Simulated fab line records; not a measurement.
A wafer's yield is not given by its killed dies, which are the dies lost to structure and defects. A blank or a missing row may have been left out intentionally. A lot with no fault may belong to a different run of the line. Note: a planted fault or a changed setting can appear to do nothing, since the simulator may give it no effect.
What tool caused it? + flow n5-finfet + 12 lots (36 wafers sampled), 1 step of a 1938-step route

== WHAT THE GAUGES READ, wafer by wafer ==
N5_PMOS_HMC_CHANNEL_EPI_CD_MEAS_09: target cd 237.4 nm.
| lot  | measured    | on        | cd-nm (nm)        |
|------|-------------|-----------|-------------------|
| L075 | day 2 03:28 | cd-sem-03 | 238.2 237.3 238.7 |
| L077 | day 2 11:34 | cd-sem-02 | 237.2 236.2 237.3 |
| L079 | day 3 01:56 | cd-sem-02 | 238.8 240.5 238.5 |
| L081 | day 3 12:07 | cd-sem-02 | 238.9 239.7 239.2 |
| L083 | day 4 00:37 | cd-sem-01 | 241.6 239.2 239.0 |
| L085 | day 4 12:07 | cd-sem-03 | 239.8 237.4 237.1 |
| L087 | day 4 23:28 | cd-sem-02 | 239.5 239.1 236.0 |
| L089 | day 5 11:13 | cd-sem-03 | 239.4 237.2 237.6 |
| L091 | day 5 23:17 | cd-sem-02 | 238.1 239.2 238.0 |
| L093 | day 6 11:42 | cd-sem-03 | 237.6 239.7 238.9 |
| L095 | day 6 23:16 | cd-sem-01 | 239.6 238.0 238.6 |
| L097 | day 7 12:15 | cd-sem-02 | 238.4 238.3 240.2 |

== EACH LOT AND THE TOOL THAT RAN IT (in order: tool; ch and the chambers of the sampled wafers; start) ==
Record: no process step prior to these readings.

== THE ANSWER, worked out from the rows above alone ==
Rule: the lots themselves supply what counts as usual. The widest of any qualifying gaps counts: lots, ordered by their means at a reading, are off when they make up no more than a third of the lots, leave a main group of 4 or more, and stand apart from it by 3 or more times the standard deviation of that group's means. If all means in a main group match to the digits the tables above print for the reading, that group is not used. A lot without any number at a reading at which 4 lots or more have one is off too. Where the step has rows for the other lots, those lots are counted as sound.
Across all readings shown, no lot is off: no conclusion can be drawn from this.

== WHAT THE SIMULATOR PUT IN ==
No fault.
